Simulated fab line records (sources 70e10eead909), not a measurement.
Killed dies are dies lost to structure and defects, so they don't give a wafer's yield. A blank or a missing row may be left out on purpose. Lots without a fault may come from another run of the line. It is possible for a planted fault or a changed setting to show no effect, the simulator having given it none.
Shared-tool check ; flow nand_harc ; 14 lots and 42 wafers in the sample

== THE REASON FOR OPENING IT ==
On 2 of the 14 lots, a flag is raised at NHARC_P_M1_CD_MEAS_09 on the reading cd_nm. No-fault wafers: 129.9 nm, standard deviation 0.69.
Rule: a lot is flagged in two cases, either no wafer of it has a number, or all its wafers with numbers fall more than 4 standard deviations from that mean. As for the other lots, they are considered sound.

lot;measured;on;cd_nm (nm), wafer by wafer;flag
L387;day 6 09:23;cd_sem-02;129.9 130.0 130.8;
L388;day 6 17:26;cd_sem-03;129.5 128.8 129.3;
L389;day 7 05:14;cd_sem-03;128.8 128.5 128.7;
L390;day 7 09:35;cd_sem-03;130.6 130.0 130.5;
L391;day 8 00:38;cd_sem-03;129.9 129.4 130.4;
L392;day 8 08:17;cd_sem-02;130.0 130.5 130.3;
L393;day 8 20:10;cd_sem-02;128.7 129.2 130.4;
L394;day 9 09:58;cd_sem-03;130.4 129.5 130.9;
L396;day 10 05:26;cd_sem-03;129.0 129.5 129.8;
L397;day 10 11:29;cd_sem-03;130.3 129.3 130.1;
L398;day 10 20:52;cd_sem-01;129.2 129.0 128.5;
L400;day 11 19:49;cd_sem-01;131.0 130.5 130.9;
L404;day 13 04:49;cd_sem-02;110.3 110.7 110.4;FLAGGED
L408;day 14 21:33;cd_sem-01;115.4 114.7 114.7;FLAGGED
The numbers of the flagged lots are 112.7 nm on average: -17.2 nm against the usual, or -25 standard deviations.

== WHICH TOOL EACH LOT WENT THROUGH ==
2 process steps preceding the reading are held in the record, out of 1302 steps in the route. Read each cell as the tool, then ch plus the chambers that the sampled wafers visited, then the start.
lot;flag;NHARC_P_M0_DEP_32;NHARC_P_M1_EXPOSE_06
L387;;pecvd-02 ch 0,2, day 6 08:18;arfi_scanner-03 ch 0, day 6 09:14
L388;;pecvd-03 ch 0,1,2, day 6 16:11;arfi_scanner-01 ch 0, day 6 17:17
L389;;pecvd-02 ch 0,2, day 7 04:09;arfi_scanner-01 ch 0, day 7 05:05
L390;;pecvd-03 ch 0,1,2, day 7 08:22;arfi_scanner-03 ch 0, day 7 09:27
L391;;pecvd-03 ch 0,1,2, day 7 23:25;arfi_scanner-03 ch 0, day 8 00:30
L392;;pecvd-02 ch 0,1,2, day 8 07:05;arfi_scanner-01 ch 0, day 8 08:08
L393;;pecvd-04 ch 0,2, day 8 18:58;arfi_scanner-02 ch 0, day 8 20:02
L394;;pecvd-03 ch 0,1,2, day 9 08:49;arfi_scanner-01 ch 0, day 9 09:49
L396;;pecvd-03 ch 0,1,2, day 10 04:11;arfi_scanner-02 ch 0, day 10 05:18
L397;;pecvd-02 ch 0,1, day 10 10:15;arfi_scanner-03 ch 0, day 10 11:20
L398;;pecvd-03 ch 0,1, day 10 19:41;arfi_scanner-02 ch 0, day 10 20:44
L400;;pecvd-04 ch 1,2, day 11 18:37;arfi_scanner-01 ch 0, day 11 19:41
L404;FLAGGED;pecvd-02 ch 0,1,2, day 13 03:42;arfi_scanner-01 ch 0, day 13 04:41
L408;FLAGGED;pecvd-03 ch 0,1,2, day 14 20:25;arfi_scanner-01 ch 0, day 14 21:25
What the steps here do:
- NHARC_P_M0_DEP_32: deposits SiCN, target thk 30 nm.
- NHARC_P_M1_EXPOSE_06: exposes mask P M1, target cd 130 nm.
- NHARC_P_M1_CD_MEAS_09: target cd 130 nm.

== FLAGGED AGAINST TOTAL, ONE TOOL AT A TIME (gauges that did the reading follow at the end) ==
step;tool;lots run;flagged;share of the flagged lots;sound lots run after its first flagged lot
NHARC_P_M0_DEP_32;pecvd-02;5;1;some;0
NHARC_P_M0_DEP_32;pecvd-03;7;1;some;0
NHARC_P_M0_DEP_32;pecvd-04;2;0;none;-
NHARC_P_M1_EXPOSE_06;arfi_scanner-01;7;2;all;0
NHARC_P_M1_EXPOSE_06;arfi_scanner-02;3;0;none;-
NHARC_P_M1_EXPOSE_06;arfi_scanner-03;4;0;none;-
NHARC_P_M1_CD_MEAS_09;cd_sem-01;3;1;some;0
NHARC_P_M1_CD_MEAS_09;cd_sem-02;4;1;some;0
NHARC_P_M1_CD_MEAS_09;cd_sem-03;7;0;none;-

== WHAT IS ALLOWED BY THE TABLE ==
1 row of the table ran every flagged lot: arfi_scanner-01 at NHARC_P_M1_EXPOSE_06.
- arfi_scanner-01 at NHARC_P_M1_EXPOSE_06 ran 7 lots, 2 of them flagged. Last sound lot L400 at day 11 19:41, first flagged lot L404 at day 13 04:41; a fault beginning in between fits. Its own readings lie more than 4 standard deviations out on every wafer of the flagged lots: exposure_dose_mJ_cm2.
One tool is left: arfi_scanner-01 at NHARC_P_M1_EXPOSE_06.

== WHAT HAD BEEN PUT IN BY THE SIMULATOR ==
Process parameter drift: arfi_scanner-01, from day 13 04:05 on, at NHARC_P_M1_EXPOSE_06. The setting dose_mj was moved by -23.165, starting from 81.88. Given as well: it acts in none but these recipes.
Shown lots that were struck: L404, L408. This agrees with what the rule above found.
